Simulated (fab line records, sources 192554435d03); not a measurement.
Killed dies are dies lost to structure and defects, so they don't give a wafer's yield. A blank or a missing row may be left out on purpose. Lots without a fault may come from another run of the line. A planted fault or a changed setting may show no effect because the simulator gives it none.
Chamber matching | flow n5_finfet | N5_MIM_TOP_ALD_00 on ald_hk-01: 4 sister chambers
The step deposits Al2O3, purge time 3 s, co reactant pulse time 3 s. 4 wafers are shown with their chamber, then 9 later ones without.

WAFERS WITH THEIR CHAMBER
wafer  | chamber | precursor_pulse_height_rel
L082.3 | 3       | 0.952
L085.1 | 0       | 0.977
L089.2 | 2       | 1.041
L089.6 | 1       | 1.014

WAFERS WITHOUT THEIR CHAMBER
wafer  | precursor_pulse_height_rel
L093.2 | 0.966
L093.4 | 1.044
L093.5 | 0.988
L095.1 | 1.011
L095.4 | 1.037
L095.5 | 1.023
L094.1 | 0.950
L094.2 | 0.996
L094.4 | 0.998

WHICH CHAMBER EACH WENT THROUGH
wafer  | from the rows above     | in truth
L093.2 | can't be placed: 0 or 3 | 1
L093.4 | 2                       | 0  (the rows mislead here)
L093.5 | can't be placed: 0 or 1 | 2
L095.1 | 1                       | 1
L095.4 | can't be placed: 2 or 1 | 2
L095.5 | can't be placed: 1 or 2 | 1
L094.1 | 3                       | 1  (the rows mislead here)
L094.2 | can't be placed: 1 or 0 | 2
L094.4 | can't be placed: 1 or 0 | 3
Placed correctly: 1 of 9. Can't be placed from these rows: 6 (the true chamber is among the candidates in 2). Placed wrongly: 2.
How it was worked out, from the rows above alone: a wafer's distance from a chamber is the root of the sum, over the readings, of the square of ((its reading less the chamber's mean) divided by the reading's scatter). The wafer belongs to the nearest chamber; if the next one is less than 2 further off, it can't be placed. A chamber's mean is the mean of its shown wafers. The scatter: with one shown wafer a chamber, the root of the mean of the squares of how far each hidden wafer lies from its nearest shown one.
